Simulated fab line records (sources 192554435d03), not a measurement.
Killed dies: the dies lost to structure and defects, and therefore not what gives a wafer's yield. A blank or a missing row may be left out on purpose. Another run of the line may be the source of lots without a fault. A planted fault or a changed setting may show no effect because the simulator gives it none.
Split-lot study | flow n5_finfet | 7 lots, 39 wafers read, on a route of 1938 steps

## THE SPLIT ITSELF
At N5_FIN_SAQP_ETCH_52 (etches SOC in N2/H2, target depth 100 nm, overetch 20 nm, time 150 s), the setting source_w was moved away from the recipe's 840 W on 18 of the 39 wafers read, by -11.2% to +8.3%. The other wafers ran this setting at the recipe's value.

The reading is taken at the split's own step.

## THE READING
rf_vpp_V, in V, at N5_FIN_SAQP_ETCH_52 (etches SOC in N2/H2, target depth 100 nm, overetch 20 nm, time 150 s). Fault-free wafers of this fab line usually give 523.1 V, standard deviation 1.7 V.

wafer  | tool, chamber at the split | source_w as run, W | against the recipe | rf_vpp_V, V | against lot-mates on the recipe
L078.1 | rie_diel-03, 1             | 840                | recipe             | 525.9       | -
L078.2 | rie_diel-03, 0             | 768.4              | -8.5%              | 536.2       | +10.3
L078.3 | rie_diel-03, 2             | 768.4              | -8.5%              | 536.7       | +10.8
L078.4 | rie_diel-03, 3             | 840                | recipe             | 525.5       | -
L078.5 | rie_diel-03, 3             | 840                | recipe             | 526.2       | -
L078.6 | rie_diel-03, 0             | 768.4              | -8.5%              | 537.3       | +11.4
L081.1 | rie_diel-01, 0             | 746                | -11.2%             | 544.3       | +20.9
L081.2 | rie_diel-01, 3             | 746                | -11.2%             | 542.5       | +19.1
L081.3 | rie_diel-01, 1             | 840                | recipe             | 524.3       | -
L081.4 | rie_diel-01, 2             | 840                | recipe             | 522.5       | -
L081.5 | rie_diel-01, 1             | 840                | recipe             | 523.3       | -
L081.6 | rie_diel-01, 0             | 746                | -11.2%             | 544.6       | +21.2
L087.1 | rie_diel-03, 1             | 840                | recipe             | 525.8       | -
L087.2 | rie_diel-03, 3             | 840                | recipe             | 524.9       | -
L087.4 | rie_diel-03, 0             | 840                | recipe             | 522.3       | -
L090.1 | rie_diel-06, 0             | 783.8              | -6.7%              | 534.3       | +10.6
L090.2 | rie_diel-06, 3             | 783.8              | -6.7%              | 536.4       | +12.7
L090.3 | rie_diel-06, 2             | 840                | recipe             | 523.5       | -
L090.4 | rie_diel-06, 1             | 840                | recipe             | 523.3       | -
L090.5 | rie_diel-06, 1             | 840                | recipe             | 524.3       | -
L090.6 | rie_diel-06, 0             | 783.8              | -6.7%              | 533.5       | +9.8
L094.1 | rie_diel-06, 2             | 889.9              | +5.9%              | 514.7       | -7.8
L094.2 | rie_diel-06, 0             | 840                | recipe             | 522.4       | -
L094.3 | rie_diel-06, 3             | 840                | recipe             | 522.3       | -
L094.4 | rie_diel-06, 1             | 889.9              | +5.9%              | 513.1       | -9.4
L094.5 | rie_diel-06, 2             | 889.9              | +5.9%              | 515.1       | -7.4
L094.6 | rie_diel-06, 1             | 840                | recipe             | 522.7       | -
L095.1 | rie_diel-01, 0             | 766.9              | -8.7%              | 539.4       | +18.1
L095.2 | rie_diel-01, 1             | 840                | recipe             | 521.6       | -
L095.3 | rie_diel-01, 3             | 840                | recipe             | 521.7       | -
L095.4 | rie_diel-01, 2             | 840                | recipe             | 520.6       | -
L095.5 | rie_diel-01, 3             | 766.9              | -8.7%              | 537.0       | +15.7
L095.6 | rie_diel-01, 0             | 766.9              | -8.7%              | 539.9       | +18.6
L097.1 | rie_diel-01, 2             | 909.4              | +8.3%              | 508.8       | -14.2
L097.2 | rie_diel-01, 0             | 840                | recipe             | 523.1       | -
L097.3 | rie_diel-01, 3             | 840                | recipe             | 522.5       | -
L097.4 | rie_diel-01, 1             | 840                | recipe             | 523.3       | -
L097.5 | rie_diel-01, 3             | 909.4              | +8.3%              | 509.1       | -13.9
L097.6 | rie_diel-01, 0             | 909.4              | +8.3%              | 510.0       | -13.0

THE FIT
A straight line over all 39 wafers: rf_vpp_V changes by -1.7 V for each +1% of source_w; r = -0.99; the points scatter about the line by 1.4 V.
The same after taking each lot's own level away (the mean of its wafers on the recipe; 39 wafers): -1.67 V for each +1%; r = -0.98; scatter 1.7 V.
According to that fit, moving source_w by its largest amount changes the reading by 19 V.
Measured against the standard deviation above, the lots' own levels, which go from 521.30 to 525.87 V, span 2.7 times it.
So the lot-to-lot level changes the slope little: the two slopes agree.
Check: with one of the wafers moved furthest among these (-11.2%) left out of the fit, the line predicts +18.7 V for it against its lot-mates. Against them it came out at +20.9 V.
Tool readings at the split's step, against how far the setting was moved: rf_vpp_V r = -0.99.

## FILE'S OWN FIT
rf_vpp_V changes by -1.68 V for each +1% of source_w, r = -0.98.
